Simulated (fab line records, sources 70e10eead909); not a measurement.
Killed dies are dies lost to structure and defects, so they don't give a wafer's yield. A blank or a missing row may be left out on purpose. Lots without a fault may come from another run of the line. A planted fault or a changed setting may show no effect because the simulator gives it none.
fab line records | flow nand_harc
record lots=5 wafers=15 last_day=24
route steps=1159 shown P_ZERO_WELL@44 END@1159
lots that met no fault: from a run of the same line without faults
start_h: hours from the record's first day to the start of the lot's first wafer shown | wait_h: hours since the lot's step before | " the same as in the row above | L1.1+2: a row that stands for several wafers | - no value, or no start given | * or withheld: withheld | < > ~ a bound
route shown NAME@n: a module of which the file shows steps, and the number in the route of the first | usual: mean/standard deviation of fault-free wafers | same: alike in all rows | chamber/n: place in a boat | sites: the reading at each site | _std_site: their standard deviation | _edge_site: outer sites' mean less inner sites' | radius_mm: how far each site lies from the wafer's centre | mask NAME#n: copy n | behind: the tool/chamber that last shaped the wafer | hold: why the lot was held/for how many hours/how that ended | device: the transistor (n, p or np) that didn't switch | end of line: the same wafers' tests at the end of the route | a step without rows: its recipe alone | killed: dies lost to structure and defects at the first sort, not the wafer's yield | map: a wafer's dies, x killed, . not, _ none there
set.NAME: the setting as run; set.NAME@STEP: as run at that earlier step | model.NAME: the simulator's own value behind a step, which no gauge read
lots at some steps of the route; a table a step, a row a wafer
services: from which hour (start_h, from the record's first day; less than 0 if before it) a tool's chamber was out of use, for how many hours, and why
## steps
# step NHARC_P_ZERO_WELL_CD_MEAS_37
# recipe target_cd_nm=720 landing_energy_ev=500
# usual cd_nm=719.7/1.7
# columns lot.wafer tool chamber start_h wait_h cd_nm
L976.3 cd_sem-02 0 34.28 - 720.3
L976.5 " 0 " " 718.8
L976.6 " 0 " " 718.6
L978.2 cd_sem-02 0 46.17 - 718.4
L978.4 " 0 " " 716.2
L978.6 " 0 " " 722.3
L990.3 cd_sem-03 0 118.23 - 719.9
L990.4 " 0 " " 718.4
L990.5 " 0 " " 720.4
L993.1 cd_sem-03 0 136.11 - 718.2
L993.3 " 0 " " 719.2
L993.5 " 0 " " 720.3
L994.2 cd_sem-03 0 141.88 - 723.3
L994.3 " 0 " " 720.9
L994.5 " 0 " " 720.1
# step NHARC_P_ZERO_WELL_HARDBAKE_38
# recipe temp_c=125 time_s=80
# step NHARC_P_ZERO_WELL_DESCUM_39
# recipe time_s=3 o2_flow_sccm=200 ar_flow_sccm=0 bias_power_w=0 chemistry=O2
# usual drypump_motor_current_A=5.69/0.3 oes_product_au=1.002/0.0098 rf_vpp_V=58.0/0.81 showerhead_plenum_p_Torr=1.94/0.086 throttle_valve_pct=11.312/0.0094
# columns lot.wafer tool chamber start_h wait_h drypump_motor_current_A oes_product_au rf_hours_counter_h rf_vpp_V showerhead_plenum_p_Torr throttle_valve_pct
L976.3 rie_diel-04 3 34.46 - 5.35 0.998 5 57.6 1.81 11.312
L976.6 " 1 " " 6.17 1.026 - 59.8 1.93 11.322
L976.5 " 2 " " 5.51 0.992 - 57.6 1.85 11.306
L978.2 rie_diel-12 1 46.32 - 5.15 1.001 0 57.5 2.06 11.304
L978.4 " 3 " " 5.95 1.005 1 57.4 2.05 11.314
L978.6 " 2 " " 5.55 0.994 - 58.8 1.98 11.320
L990.3 rie_diel-12 2 118.40 - 5.58 0.990 6 58.0 1.98 11.319
L990.4 " 3 " " 5.95 0.988 6 58.7 2.05 11.311
L990.5 " 1 " " 5.13 1.012 - 57.2 2.06 11.313
L993.3 rie_diel-12 0 136.29 - 5.72 0.998 6 58.5 1.86 11.326
L993.1 " 1 " " 5.15 1.006 6 58.8 2.06 11.304
L993.5 " 3 " " 5.95 0.989 - 58.6 2.05 11.322
L994.2 rie_diel-12 2 142.04 - 5.58 0.983 8 59.7 1.98 11.317
L994.3 " 0 " " 5.70 0.999 6 56.8 1.86 11.307
L994.5 " 2 " " 5.59 0.992 - 58.0 1.98 11.305
# step NHARC_P_ZERO_WELL_IMPLANT_40
# recipe energy_kev=300 dose_cm2=1e+13 tilt_deg=7
# step NHARC_P_ZERO_WELL_IMPLANT_59
# recipe energy_kev=120 dose_cm2=5e+12 tilt_deg=7
# step NHARC_P_ZERO_WELL_IMPLANT_60
# recipe energy_kev=30 dose_cm2=2e+12 tilt_deg=7
# step NHARC_P_ZERO_WELL_STRIP_41
# recipe time_s=840 temp_c=130 chemistry=SPM
# step NHARC_P_ZERO_WELL_DEHYDRATE_44
# recipe temp_c=150 time_s=120
# step NHARC_P_ZERO_WELL_HMDS_45
# recipe time_s=30
# step NHARC_P_ZERO_WELL_COAT_46
# recipe spin_rpm=withheld
# step NHARC_P_ZERO_WELL_SOFTBAKE_47
# recipe temp_c=122 time_s=95
# step NHARC_P_ZERO_WELL_EBR_48
# step NHARC_P_ZERO_WELL_EXPOSE_49
# recipe na=0.6 target_cd_nm=2000 dose_mj=22.64 mask_id=P_HVPW
# usual exposure_dose_mJ_cm2=22.640/0.021
# columns lot.wafer tool chamber start_h wait_h mask exposure_dose_mJ_cm2
L976.3 krf_scanner-03 0 35.77 - P_HVPW#0 22.646
L976.5 " 0 " " P_HVPW#0 22.637
L976.6 " 0 " " P_HVPW#0 22.639
L978.2 krf_scanner-01 0 47.52 - P_NWELL#0 22.665
L978.4 " 0 " " P_NWELL#0 22.651
L978.6 " 0 " " P_NWELL#0 22.628
L990.3 krf_scanner-03 0 119.72 - P_HVPW#0 22.647
L990.4 " 0 " " P_HVPW#0 22.627
L990.5 " 0 " " P_HVPW#0 22.642
L993.1 krf_scanner-01 0 137.59 - P_HVPW#0 22.647
L993.3 " 0 " " P_HVPW#0 22.652
L993.5 " 0 " " P_HVPW#0 22.634
L994.2 krf_scanner-03 0 143.38 - P_HVPW#0 22.678
L994.3 " 0 " " P_HVPW#0 22.620
L994.5 " 0 " " P_HVPW#0 22.646
# step NHARC_P_ZERO_WELL_PEB_50
# recipe peb_temp_c=118 peb_time_s=85
# step NHARC_P_ZERO_WELL_DEVELOP_51
# recipe time_s=70
# step NHARC_P_ZERO_WELL_CD_MEAS_52
# recipe target_cd_nm=2000 landing_energy_ev=500
# usual cd_nm=2000.1/1.6
# columns lot.wafer tool chamber start_h wait_h cd_nm
L976.3 cd_sem-03 0 35.93 - 1999.7
L976.5 " 0 " " 1996.9
L976.6 " 0 " " 2000.2
L978.2 cd_sem-01 0 47.68 - -
L978.4 " 0 " " -
L978.6 " 0 " " -
L990.3 cd_sem-01 0 119.87 - 1997.8
L990.4 " 0 " " 2001.6
L990.5 " 0 " " 2001.7
L993.1 cd_sem-01 0 137.74 - 1998.4
L993.3 " 0 " " 1999.3
L993.5 " 0 " " 1997.5
L994.2 cd_sem-03 0 143.53 - 2001.5
L994.3 " 0 " " 1998.6
L994.5 " 0 " " 1999.7
# step NHARC_P_ZERO_WELL_HARDBAKE_53
# recipe temp_c=125 time_s=80
# step NHARC_END_SORT_01
# recipe temp_c=25
# usual killed_at_array=27/11 killed_at_other=0.6/0.89 killed_at_periphery=3.0/2.4 killed_dies=31/12 killed_open=3.2/1.6 killed_short=2.0/1.5
# same gross_dies=677
# columns lot.wafer tool chamber start_h wait_h killed_at_array killed_at_other killed_at_periphery killed_dies killed_open killed_short
L978.2 prober-01 0 480.82 2.8 14 0 663 677 5 1
L978.4 prober-01 0 482.42 3.4 21 0 656 677 3 4
L978.6 prober-01 0 484.03 4.0 16 0 661 677 4 1
L990.3 prober-02 0 549.32 3.1 13 1 3 17 3 2
L990.4 prober-02 0 550.13 3.4 13 1 2 16 4 4
L990.5 prober-02 0 550.94 3.7 17 0 2 19 5 2
# killed by level:class
L978.2 P_ZERO_WELL:area_expose=661 A_CONTACT:chamber_film_flake=3 A_CONTACT:geometric_particle:open=2 A_CHANNEL_HOLE_D1:chamber_film_flake=2 A_STAIRCASE:chamber_film_flake=2 P_M1:geometric_particle:open=1 A_SGD_CUT:geometric_particle:open=1 A_SGD_CUT:geometric_particle:short=1
L978.4 P_ZERO_WELL:area_expose=653 A_STAIRCASE:chamber_film_flake=7 A_CHANNEL_HOLE_D1:chamber_film_flake=5 A_CONTACT:geometric_particle:open=3 A_CONTACT:chamber_film_flake=2 P_M0:geometric_particle:short=1 A_CHANNEL_HOLE_D1:geometric_particle:short=1 A_WL_FILL:geometric_particle:short=1
L978.6 P_ZERO_WELL:area_expose=659 A_CONTACT:chamber_film_flake=5 A_CHANNEL_HOLE_D1:chamber_film_flake=3 A_STAIRCASE:chamber_film_flake=3 A_CONTACT:geometric_particle:open=2 A_WL_FILL:chamber_film_flake=2 P_CONTACT:geometric_particle:open=1 P_M0:geometric_particle:open=1
L990.3 A_CHANNEL_HOLE_D1:chamber_film_flake=5 P_STI:chamber_film_flake=3 A_SOURCE_PLATE:geometric_particle:open=1 A_ONON_D1:geometric_particle:open=1 A_CHANNEL_FILL_D1:geometric_particle:short=1 A_CONTACT:geometric_particle:short=1 A_CONTACT:geometric_particle:open=1 A_STAIRCASE:chamber_film_flake=1
L990.4 A_CHANNEL_HOLE_D1:chamber_film_flake=5 P_GATE:geometric_particle:open=2 A_WL_FILL:geometric_particle:short=2 A_SGD_CUT:geometric_particle:short=1 A_CONTACT:geometric_particle:open=1 A_CONTACT:geometric_particle:short=1 A_M1:geometric_particle:open=1 A_STAIRCASE:chamber_film_flake=1
L990.5 A_CHANNEL_HOLE_D1:chamber_film_flake=4 A_SGD_CUT:chamber_film_flake=4 A_CONTACT:geometric_particle:open=2 P_M0:geometric_particle:open=1 P_M1:geometric_particle:open=1 A_SOURCE_PLATE:geometric_particle:short=1 A_ONON_D1:geometric_particle:short=1 A_WL_FILL:geometric_particle:open=1
# map L978.2 (x killed, . not)
____________x____________
_________xxxxxxx_________
_______xxxxxxxxxxx_______
______xxxxxxxxxxxxx______
_____xxxxxxxxxxxxxxx_____
____xxxxxxxxxxxxxxxxx____
____xxxxxxxxxxxxxxxxx____
___xxxxxxxxxxxxxxxxxxx___
___xxxxxxxxxxxxxxxxxxx___
__xxxxxxxxxxxxxxxxxxxxx__
__xxxxxxxxxxxxxxxxxxxxx__
_xxxxxxxxxxxxxxxxxxxxxxx_
_xxxxxxxxxxxxxxxxxxxxxxx_
_xxxxxxxxxxxxxxxxxxxxxxx_
_xxxxxxxxxxxxxxxxxxxxxxx_
_xxxxxxxxxxxxxxxxxxxxxxx_
xxxxxxxxxxxxxxxxxxxxxxxxx
xxxxxxxxxxxxxxxxxxxxxxxxx
xxxxxxxxxxxxxxxxxxxxxxxxx
xxxxxxxxxxxxxxxxxxxxxxxxx
xxxxxxxxxxxxxxxxxxxxxxxxx
_xxxxxxxxxxxxxxxxxxxxxxx_
_xxxxxxxxxxxxxxxxxxxxxxx_
_xxxxxxxxxxxxxxxxxxxxxxx_
_xxxxxxxxxxxxxxxxxxxxxxx_
_xxxxxxxxxxxxxxxxxxxxxxx_
__xxxxxxxxxxxxxxxxxxxxx__
__xxxxxxxxxxxxxxxxxxxxx__
___xxxxxxxxxxxxxxxxxxx___
___xxxxxxxxxxxxxxxxxxx___
____xxxxxxxxxxxxxxxxx____
____xxxxxxxxxxxxxxxxx____
_____xxxxxxxxxxxxxxx_____
______xxxxxxxxxxxxx______
_______xxxxxxxxxxx_______
_________xxxxxxx_________
____________x____________
# map L993.1 (x killed, . not)
____________.____________
_________......._________
_______..........._______
______.............______
_____.............x._____
____...............xx____
____.................____
___................x..___
___...................___
__.....................__
__..............x...x..__
_..x...................._
_xx................x...._
_.x.............x...x..._
_xxxx...........xxx.xx.._
_xxx.............xxx...._
.x.x...........xxx.x.....
............x..xxx.x.....
....................x....
..x.............xx.......
x........................
_......................._
_x......................_
_...x..................x_
_......................._
_....xx................._
__.....................__
__.....................__
___...................___
___...................___
____.................____
____.................____
_____..............._____
______.............______
_______..........._______
_________....x.._________
____________.____________
## services
# columns tool chamber start_h hours kind
rie_diel-12 - 25.40 9.0 pm
rie_diel-12 0 25.40 9.0 vent_cycle
rie_diel-12 1 25.40 9.0 vent_cycle
rie_diel-12 2 25.40 9.0 vent_cycle
rie_diel-12 3 25.40 9.0 vent_cycle
rie_diel-12 0 34.40 - clean
rie_diel-12 1 34.40 - clean
rie_diel-12 2 34.40 - clean
rie_diel-12 3 34.40 - clean
krf_scanner-01 - 48.09 3.0 repair
krf_scanner-03 - 53.84 9.0 repair
rie_diel-12 0 58.90 - clean
rie_diel-12 1 58.90 - clean
rie_diel-12 2 58.90 - clean
rie_diel-12 3 58.90 - clean
rie_diel-12 0 83.42 - clean
rie_diel-12 1 83.42 - clean
rie_diel-12 2 83.42 - clean
rie_diel-12 3 83.42 - clean
krf_scanner-01 - 84.00 4.0 pm
rie_diel-12 0 107.92 - clean
rie_diel-12 1 107.92 - clean
rie_diel-04 - 111.90 9.0 pm
krf_scanner-03 - 127.41 2.0 repair
## key
first_sign step=NHARC_P_ZERO_WELL_EXPOSE_49 reading=mask direction=changed
effect step=NHARC_P_ZERO_WELL_CD_MEAS_52 reading=cd_nm direction=missing
effect step=NHARC_END_SORT_01 reading=killed_at_periphery direction=up sigmas=99+ usual=3.0 struck=660
more_kills_born_at NHARC_P_ZERO_WELL_EXPOSE_49@krf_scanner-01=1973
met_at NHARC_P_ZERO_WELL_EXPOSE_49
struck_wafers L978.2,L978.4,L978.6
later_rows_left_out L978.2,L978.4,L978.6
tester_left_out L978
fault kind=wrong_mask tool=any chamber=- onset_h=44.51 steps=NHARC_P_ZERO_WELL_EXPOSE_49 aux_copy=P_NWELL#0 scope=struck_lots_only
# tester_left_out: of these lots the tester's yield and bins aren't shown, on N5 and GAA mostly nor the transistor test; their killed dies are dies lost to structure and defects alone, not to doping, threshold or leakage, so they don't give the yield
# later_rows_left_out: the simulator's readings of these wafers behind a module that went badly wrong aren't trusted and aren't shown, but for the sort
